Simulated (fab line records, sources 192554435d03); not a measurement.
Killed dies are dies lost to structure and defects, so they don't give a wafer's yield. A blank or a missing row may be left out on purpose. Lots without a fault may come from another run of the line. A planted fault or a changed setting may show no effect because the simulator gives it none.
Which tool did it? | flow n5_finfet | 10 lots, 30 wafers sampled, at 2 steps of a route of 1938

WHAT THE GAUGES READ, wafer by wafer
N5_BEOL_M7_INSPECT_13: inspects for defects (brightfield).
lot  | measured     | on                | raw_defect_count
L405 | day 11 20:03 | defect_inspect-01 | 257 249 265
L407 | day 12 10:43 | defect_inspect-01 | 450 417 432
L410 | day 13 12:05 | defect_inspect-02 | 339 430 347
L409 | day 13 16:17 | defect_inspect-02 | 336 375 389
L417 | day 14 11:25 | defect_inspect-01 | 276 406 273
L415 | day 14 21:14 | defect_inspect-01 | 494 354 522
L419 | day 15 06:02 | defect_inspect-01 | 489 441 506
L422 | day 15 12:40 | defect_inspect-01 | 595 594 717
L427 | day 17 12:16 | defect_inspect-02 | 718 446 448
L428 | day 17 12:38 | defect_inspect-01 | 404 386 377

WHICH TOOL RAN EACH LOT (tool, then ch and the chambers of the sampled wafers, then the start)
lot  | N5_BEOL_M7_ILD_DEP_00
L405 | pecvd-04 ch 0,1,2, day 11 18:05
L407 | pecvd-03 ch 1,2, day 12 09:04
L410 | pecvd-03 ch 0,1,2, day 13 08:57
L409 | pecvd-03 ch 0,1,2, day 13 14:20
L417 | pecvd-03 ch 0,2, day 14 07:55
L415 | pecvd-03 ch 1,2, day 14 19:24
L419 | pecvd-04 ch 0,1, day 15 03:08
L422 | pecvd-01 ch 0,1,2, day 15 11:27
L427 | pecvd-03 ch 0,2, day 17 09:43
L428 | pecvd-04 ch 0,1, day 17 11:13
- N5_BEOL_M7_ILD_DEP_00: deposits SiCOH lowk from DEMS/porogen, target thk 179.75 nm, time 33.4 s.

THE ANSWER, worked out from the rows above alone
Rule: what is usual is taken from the lots themselves. Put in order of their means at a reading, lots are off if they are a third of the lots or fewer, leave a main group of 4 or more, and stand apart from it by a gap of 3 or more times the standard deviation of the main group's means; of several such gaps the widest counts. A main group whose means are all the same, to the digits that the tables above print for the reading, isn't used. A lot without any number at a reading at which 4 lots or more have one is off too. The other lots that the step has rows for count as sound.
No lot is off at any reading shown: from this, nothing can be told.

WHAT THE SIMULATOR HAD PUT IN
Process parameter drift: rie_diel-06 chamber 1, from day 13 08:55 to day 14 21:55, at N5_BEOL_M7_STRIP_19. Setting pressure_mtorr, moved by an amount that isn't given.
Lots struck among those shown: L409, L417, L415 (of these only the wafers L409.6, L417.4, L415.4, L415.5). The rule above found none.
